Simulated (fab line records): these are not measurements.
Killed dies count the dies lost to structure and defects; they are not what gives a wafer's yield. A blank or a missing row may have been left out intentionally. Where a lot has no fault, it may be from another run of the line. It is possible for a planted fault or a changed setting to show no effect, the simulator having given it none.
A single fault, viewed from 2 desks	flow n5_finfet	each desk holds nothing but its own numbers, with what lay behind them at the end

== FROM THE METROLOGY DESK ==
What the gauges read for every lot (on any tool): the sampled wafers with a number, averaged. Any lot whose mean is over 4 standard deviations away from the usual mean is out of limits and marked OUT; that distance is given in the brackets.
Columns: A = trench_depth_nm at N5_BEOL_M4_OCD_MEAS_38, usual 55.2 nm; B = cd_nm at N5_BEOL_M4_CD_MEAS_35, usual 18.0 nm; C = M4_THK at N5_BEOL_M4_THK_MEAS_53, usual 40.2 nm; D = M4_RS at N5_BEOL_M4_RS_MEAS_58, usual 0.67 ohm/sq
lot	first seen here	A	B	C	D
L612	day 8 00:50	55.0	17.8	40.0	0.68
L621	day 10 00:04	54.9	18.2	38.7	0.70
L623	day 10 23:35	55.5	17.9	41.8	0.63
L627	day 12 17:48	55.6	17.7	41.3	0.65
L629	day 13 02:55	55.0	18.3	39.5	0.68
L632	day 15 00:44	55.6	18.0	40.7	0.65
This desk found nothing out of limits on any of the 6 lots.

== TOOL OWNER'S DESK, ald_metal-04 ==
The tool's own readings at N5_BEOL_M4_ALD_84 (deposits TaN, pulse time 2 s, purge time 3 s, co reactant purge time 2 s): means of the sampled wafers that have a number, for each lot that ran on this tool. Any lot whose mean is over 4 standard deviations away from the usual mean is out of limits and marked OUT; that distance is given in the brackets.
Columns: A = heater_power_w at N5_BEOL_M4_ALD_84, usual 426 W
lot	first seen here	A
L612	day 8 01:12	456
L621	day 10 00:38	438
L623	day 11 00:08	441
L627	day 12 18:08	431
L629	day 13 03:16	444
This desk found nothing out of limits on any of the 5 lots.

== ALL TOGETHER ==
At the metrology desk, nothing out of limits was observed.
Nothing out of limits was seen by the tool owner's desk.

== WHAT HAD BEEN PUT IN BY THE SIMULATOR ==
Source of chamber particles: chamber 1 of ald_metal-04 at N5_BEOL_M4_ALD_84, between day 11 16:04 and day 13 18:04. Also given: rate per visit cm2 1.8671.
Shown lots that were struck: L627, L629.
